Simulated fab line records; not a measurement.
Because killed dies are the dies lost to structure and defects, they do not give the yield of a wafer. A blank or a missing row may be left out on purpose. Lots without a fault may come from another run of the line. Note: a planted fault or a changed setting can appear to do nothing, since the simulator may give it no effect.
Chamber matching	flow nand-harc	NHARC_A_CHANNEL_FILL_D2_CMP_10 on cmp-04 has 4 sister chambers
The step polishes, target thk 150 nm. 4 wafers are shown with their chamber, then 12 later ones without.

== WAFERS WITH THEIR CHAMBER ==
wafer	chamber	motor-current-A (A)
L078.4	2	12.9
L082.2	0	13.1
L082.3	3	11.4
L082.5	1	12.3

== WAFERS WHOSE CHAMBER IS MISSING ==
wafer	motor-current-A (A)
L090.3	12.7
L090.5	11.3
L090.6	12.6
L091.1	11.0
L091.2	11.8
L091.5	11.9
L095.3	12.1
L095.4	10.4
L095.6	12.5
L095.1	12.3
L095.2	13.5
L095.5	11.1

== CHAMBER TAKEN BY EACH ==
wafer	from the rows above	in truth
L090.3	can't be placed: 2 or 1 or 0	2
L090.5	3	3
L090.6	can't be placed: 1 or 2 or 0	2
L091.1	3	3
L091.2	can't be placed: 3 or 1 or 2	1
L091.5	can't be placed: 1 or 3 or 2 or 0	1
L095.3	can't be placed: 1 or 3 or 2 or 0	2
L095.4	3	3
L095.6	can't be placed: 1 or 2 or 0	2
L095.1	can't be placed: 1 or 2 or 0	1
L095.2	can't be placed: 0 or 2 or 1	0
L095.5	3	3
Correct placement for 4 of the 12. Unplaceable from these rows: 8, with the true chamber sitting among the candidates in 8. 0 placed wrongly.
How it was worked out, from the rows above alone: a wafer's distance from a chamber is the root of the sum, over the readings, of the square of ((its reading less the chamber's mean) divided by the reading's scatter). If the next closest chamber is less than 2 further off than the closest, the wafer can't be placed; otherwise it belongs to the closest. A chamber's mean is the mean of its shown wafers. The scatter (one wafer shown for each chamber): square how far every hidden wafer sits from the nearest shown wafer, average those squares and take the square root.
